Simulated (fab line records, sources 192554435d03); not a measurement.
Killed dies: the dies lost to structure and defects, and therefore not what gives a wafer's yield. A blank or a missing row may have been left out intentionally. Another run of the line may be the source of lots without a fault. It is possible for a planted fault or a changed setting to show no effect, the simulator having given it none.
Matching of chambers | flow n5_finfet | N5_BEOL_M9_ALD_74 on ald_metal-04: 4 sister chambers
The step deposits TaN, target thk 2 nm, pulse time 2 s, purge time 3 s. 14 wafers are shown with their chamber, then 7 later ones without.

== WAFERS WITH THEIR CHAMBER ==
wafer  | chamber | heater_power_outer_w (W) | heater_power_w (W) | mfc_carrier_sccm (sccm)
L079.1 | 3       | 249                      | 444                | 1492
L079.4 | 1       | 248                      | 442                | 1492
L079.6 | 0       | 218                      | 428                | 1500
L080.1 | 2       | 221                      | 438                | 1490
L080.3 | 0       | 222                      | 435                | 1501
L080.5 | 2       | 222                      | 441                | 1494
L084.2 | 2       | 223                      | 441                | 1498
L084.4 | 2       | 226                      | 433                | 1498
L084.5 | 3       | 246                      | 452                | 1502
L088.1 | 3       | 252                      | 440                | 1505
L088.4 | 0       | 220                      | 437                | 1501
L088.6 | 3       | 253                      | 457                | 1502
L090.3 | 1       | 249                      | 452                | 1499
L090.4 | 2       | 227                      | 440                | 1499

SIGNATURES (means of the wafers above)
reading              | chamber 0 | chamber 1 | chamber 2 | chamber 3 | scatter within a chamber
heater_power_outer_w | 220.00    | 248.50    | 223.80    | 250.00    | 2.56
heater_power_w       | 433.33    | 447.00    | 438.60    | 448.25    | 5.63
mfc_carrier_sccm     | 1500.67   | 1495.50   | 1495.80   | 1500.25   | 4.23
Rule: distance of a wafer from a chamber = root of the sum over the readings of ((wafer's reading minus chamber's mean) / reading's scatter) squared. If the next closest chamber is less than 2 further off than the closest, the wafer can't be placed; otherwise it belongs to the closest. How the scatter is found: for the shown wafers, subtract from each reading the mean of its chamber, square and add these, divide the total by (wafers less chambers), then take the root.

== WAFERS MISSING THEIR CHAMBER ==
wafer  | heater_power_outer_w (W) | heater_power_w (W) | mfc_carrier_sccm (sccm)
L090.5 | 223                      | 437                | 1504
L095.2 | 246                      | 451                | 1499
L095.3 | 225                      | 446                | 1504
L095.4 | 245                      | 446                | 1508
L097.2 | 225                      | 438                | 1506
L097.3 | 253                      | 460                | 1502
L097.4 | 221                      | 434                | 1498

== CHAMBER TAKEN BY EACH ==
wafer  | from the rows above     | in truth
L090.5 | can't be placed: 0 or 2 | 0
L095.2 | can't be placed: 1 or 3 | 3
L095.3 | can't be placed: 2 or 0 | 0
L095.4 | can't be placed: 3 or 1 | 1
L097.2 | can't be placed: 2 or 0 | 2
L097.3 | can't be placed: 3 or 1 | 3
L097.4 | can't be placed: 0 or 2 | 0
Correctly placed: 0 of 7. Cannot be placed on the basis of these rows: 7; the candidates contain the true chamber in 7. 0 placed wrongly.
